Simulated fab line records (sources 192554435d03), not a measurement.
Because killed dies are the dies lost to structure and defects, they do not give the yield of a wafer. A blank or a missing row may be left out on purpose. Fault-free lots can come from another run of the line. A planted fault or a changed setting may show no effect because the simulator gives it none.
Problem report, 8D (eight disciplines) form, completed by code    flow n5 finfet    the parts of the form that need people (team, actions taken, sign-off) are left out

## 1. THE PROBLEM
At N5_BEOL_M1_SPUTTER_92, chamber pressure pa averages 0.05214 Pa over 2 wafers from 2 lots, while fault-free wafers read 0.07001 Pa, standard deviation 0.00014. That is -99 or more standard deviations from the usual mean.
The step: material Cu, target thk 4.5 nm, time 8.29 s.
Earliest sighting: wafer L162.4 on pvd sputter-01 at day 10 07:50. The record has a number at this step for 27 wafers belonging to 9 lots. By rule, "out" or "out of limits" means more than 4 standard deviations away from the usual mean. All remaining wafers that have a number are taken as sound.

## 2. WHAT IT IS, AND WHAT IT ISN'T
question                     is                   is not
which readings at this step  chamber pressure pa  -
which lots                   L162, L164           L157, L169, L173, L174, L175, L176, L177
which wafers of those lots   L162.4, L164.2       L162.1, L162.3, L164.1, L164.4
read on which tools          pvd sputter-01       pvd sputter-02, pvd sputter-03
when                         from day 10 07:50    up to then (5 sound wafers); but 20 sound wafers of L164, L169, L173, L174, L175, L176, L177 came after

## 3. WHAT RULES OUT EACH SUSPECT
Counting: a tool at a process step up to the reading stays a suspect if it ran every lot that is out. Sound lots after the first of them don't rule it out here, since some wafers of a struck lot are sound.
- pvd sputter-01 at N5_BEOL_M1_SPUTTER_90 (material Cu, target thk 4.5 nm, time 8.29 s): kept. It ran every lot that is out, first L162 (day 10 07:37); its last sound lot up to then is L157 (day 7 07:09).
- pvd sputter-01 at N5_BEOL_M1_SPUTTER_92 (material Cu, target thk 4.5 nm, time 8.29 s): kept. It ran every lot that is out, first L162 (day 10 07:50); its last sound lot up to then is L157 (day 7 07:22). Its own chamber pressure pa readings are out on those wafers.
What counting leaves: pvd sputter-01 at N5_BEOL_M1_SPUTTER_90 and pvd sputter-01 at N5_BEOL_M1_SPUTTER_92.

## 4. THE CAUSE (what the simulator had put in)
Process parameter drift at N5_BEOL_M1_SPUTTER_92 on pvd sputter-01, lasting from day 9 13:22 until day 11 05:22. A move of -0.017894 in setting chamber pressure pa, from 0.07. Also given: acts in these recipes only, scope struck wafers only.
Counting left 2 suspects, and this tool is among them.

## 5. THE EFFECT CHAIN, in route order
One row per reading whose mean, taken over the struck wafers that have a number, lies over 3 standard deviations from the usual. Readings are gone through only where the record gives a usual standard deviation; hours: the median, over the lots, of the time from a lot's start at the first step in this table giving one to that lot's start at this step; sigmas: the change measured in usual standard deviations.
hours  step                   reading              usual       on struck wafers  change    sigmas
0      N5_BEOL_M1_SPUTTER_92  chamber pressure pa  0.07001 Pa  0.05214           -0.01787  -99 or more
0      N5_BEOL_M1_SPUTTER_92  throttle valve pct   29.5 %      33.5              +4.0      +4.0
The process steps in it:
- N5_BEOL_M1_SPUTTER_92: material Cu, target thk 4.5 nm, time 8.29 s.
At these later measuring or inspecting steps, every struck wafer for which the step has a row has a number for every such reading, and none has moved that far: N5_BEOL_M4_RC_MEAS_101.

## 6. HOW IT WOULD HAVE BEEN CAUGHT EARLIER
The fault began at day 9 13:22; the first out-of-limits reading in this record came at day 10 07:50, 18 hours later.
